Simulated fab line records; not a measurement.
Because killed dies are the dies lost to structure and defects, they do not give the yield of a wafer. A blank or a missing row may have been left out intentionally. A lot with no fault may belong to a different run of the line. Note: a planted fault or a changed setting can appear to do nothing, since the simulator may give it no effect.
The tool behind it: which one?    flow nand-harc    7 lots with 21 wafers sampled at 3 steps, on a route of 1302 steps

WHAT EACH GAUGE READ, for each wafer
NHARC_A_ONON_D2_THK_MEAS_05: measures by ellipsometry.
lot   measured      on             thk-nm (nm)
L419  day 11 15:25  film-metro-01  1000 999 1002
L423  day 12 21:41  film-metro-02  1019 1018 1017
L429  day 15 22:44  film-metro-01  1159 1159 1160
L434  day 17 06:29  film-metro-02  1004 1004 1004
L438  day 19 10:55  film-metro-02  1002 1002 1005
L440  day 20 10:07  film-metro-02  1005 1003 1005
L442  day 20 19:33  film-metro-01  1003 1005 1005

WHICH TOOL RAN EACH LOT (tool, then ch and the chambers of the sampled wafers, then the start)
lot   NHARC_A_CHANNEL_FILL_D1_ALD_14    NHARC_A_ONON_D2_DEP_03
L419  ald-hk-04 ch 0,1,2, day 8 09:45   pecvd-onon-02 ch 0, day 11 14:58
L423  ald-hk-03 ch 0,1,3, day 9 17:04   pecvd-onon-04 ch 0, day 12 21:11
L429  ald-hk-04 ch 0,1,3, day 12 15:58  pecvd-onon-03 ch 0, day 15 22:14
L434  ald-hk-01 ch 1,2, day 14 03:25    pecvd-onon-04 ch 0, day 17 06:05
L438  ald-hk-03 ch 0,1,2, day 16 04:31  pecvd-onon-02 ch 0, day 19 10:27
L440  ald-hk-03 ch 0,1,2, day 17 03:23  pecvd-onon-04 ch 0, day 20 09:40
L442  ald-hk-03 ch 0,2,3, day 17 11:49  pecvd-onon-02 ch 0, day 20 19:02
- NHARC_A_CHANNEL_FILL_D1_ALD_14: deposits SiO2, target thk 2.5 nm, pulse time 10 s, ald cycles 25.
- NHARC_A_ONON_D2_DEP_03: target thk 1000 nm.

THE ANSWER, worked out from the rows above alone
Rule: the lots themselves supply what counts as usual. The widest of any qualifying gaps counts: lots, ordered by their means at a reading, are off when they make up no more than a third of the lots, leave a main group of 4 or more, and stand apart from it by 3 or more times the standard deviation of that group's means. A main group is skipped when, at the precision printed for the reading in the tables above, its means are all equal. Also off: a lot with no number at a reading for which 4 or more lots have one. The other lots that the step has rows for count as sound.
Off, at NHARC_A_ONON_D2_THK_MEAS_05 on thk-nm: L429. Mean 1006 nm and standard deviation 5.7 in the main group.
If a tool, at a process step before that reading, ran all the lots that are off and no sound lot after the first of them, it fits. The gauges at NHARC_A_ONON_D2_THK_MEAS_05 are tried like those tools. 2 tools fit, ald-hk-04 at NHARC_A_CHANNEL_FILL_D1_ALD_14 and pecvd-onon-03 at NHARC_A_ONON_D2_DEP_03, so this cannot tell which one it is.

WHAT WAS PUT IN BY THE SIMULATOR
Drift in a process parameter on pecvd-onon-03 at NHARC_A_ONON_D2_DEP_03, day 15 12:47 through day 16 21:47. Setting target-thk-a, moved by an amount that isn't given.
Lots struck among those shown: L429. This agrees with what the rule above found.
